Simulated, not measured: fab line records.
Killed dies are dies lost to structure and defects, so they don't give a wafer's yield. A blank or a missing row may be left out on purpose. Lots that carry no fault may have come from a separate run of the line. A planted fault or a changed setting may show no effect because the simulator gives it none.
Which tool is to blame? || flow nand harc || Sampling: 6 lots, 18 wafers, 5 of 1302 route steps

== WHAT THE GAUGES READ, wafer by wafer ==
NHARC_END_SORT_01.
{"lot": "L449", "measured": "day 30 00:13", "on": "prober-01", "killed at array": "676 672 674"}
{"lot": "L454", "measured": "day 30 23:55", "on": "prober-01", "killed at array": "670 668 669"}

== WHAT TOOL EACH LOT RAN ON (gives the tool, then ch and the chambers of the sampled wafers, and finally the start) ==
{"lot": "L438", "NHARC_A_CONTACT_ETCH_128": "har cap etch-03 ch 0,1, day 22 11:19", "NHARC_A_CONTACT_ETCH_106": "rie diel-01 ch 2,3, day 22 13:31", "NHARC_A_CONTACT_STRIP_82": "rie diel-01 ch 2,3, day 22 13:39", "NHARC_A_CONTACT_DEP_84": "acl dep-01 ch 0, day 22 14:14"}
{"lot": "L441", "NHARC_A_CONTACT_ETCH_128": "har cap etch-02 ch 0,1, day 23 11:46", "NHARC_A_CONTACT_ETCH_106": "rie diel-04 ch 0,1,3, day 23 13:56", "NHARC_A_CONTACT_STRIP_82": "rie diel-04 ch 0,2,3, day 23 14:01", "NHARC_A_CONTACT_DEP_84": "acl dep-02 ch 0, day 23 14:52"}
{"lot": "L443", "NHARC_A_CONTACT_ETCH_128": "har cap etch-01 ch 0,1, day 24 08:36", "NHARC_A_CONTACT_ETCH_106": "rie diel-04 ch 1,2,3, day 24 11:08", "NHARC_A_CONTACT_STRIP_82": "rie diel-04 ch 0,1, day 24 11:13", "NHARC_A_CONTACT_DEP_84": "acl dep-03 ch 0, day 24 15:06"}
{"lot": "L446", "NHARC_A_CONTACT_ETCH_128": "har cap etch-02 ch 0,1, day 25 16:34", "NHARC_A_CONTACT_ETCH_106": "rie diel-01 ch 1,2, day 25 18:43", "NHARC_A_CONTACT_STRIP_82": "rie diel-01 ch 1,2,3, day 25 18:51", "NHARC_A_CONTACT_DEP_84": "acl dep-03 ch 0, day 25 21:17"}
{"lot": "L449", "NHARC_A_CONTACT_ETCH_128": "har cap etch-02 ch 0,1, day 27 11:27", "NHARC_A_CONTACT_ETCH_106": "rie diel-04 ch 0,1,3, day 27 13:37", "NHARC_A_CONTACT_STRIP_82": "rie diel-04 ch 0,1,3, day 27 13:41", "NHARC_A_CONTACT_DEP_84": "acl dep-02 ch 0, day 27 15:40"}
{"lot": "L454", "NHARC_A_CONTACT_ETCH_128": "har cap etch-01 ch 0,1, day 28 15:04", "NHARC_A_CONTACT_ETCH_106": "rie diel-04 ch 0,1,3, day 28 17:14", "NHARC_A_CONTACT_STRIP_82": "rie diel-04 ch 0,1,2, day 28 17:20", "NHARC_A_CONTACT_DEP_84": "acl dep-02 ch 0, day 28 18:11"}
- NHARC_A_CONTACT_ETCH_128: etches the open film in C4F8/O2/Ar, time 197 s, target depth 1918 nm.
- NHARC_A_CONTACT_ETCH_106: etches the open film in CF4/O2, target depth 90 nm, overetch 9 nm, time 49.5 s.
- NHARC_A_CONTACT_STRIP_82: strips in O2.
- NHARC_A_CONTACT_DEP_84: deposits aC, target thk 2800 nm.

== THE ANSWER, worked out from the rows above alone ==
Rule: the usual values come from the lots themselves. Put in order of their means at a reading, lots are off if they are a third of the lots or fewer, leave a main group of 4 or more, and stand apart from it by a gap of 3 or more times the standard deviation of the main group's means; of several such gaps the widest counts. The tables above print the reading to a certain number of digits; a main group whose means all agree to those digits is not used. A lot without any number at a reading at which 4 lots or more have one is off too. Any other lot the step has rows for is counted as sound.
Across all readings shown, no lot is off: no conclusion can be drawn from this.

== WHAT THE SIMULATOR HAD INSERTED ==
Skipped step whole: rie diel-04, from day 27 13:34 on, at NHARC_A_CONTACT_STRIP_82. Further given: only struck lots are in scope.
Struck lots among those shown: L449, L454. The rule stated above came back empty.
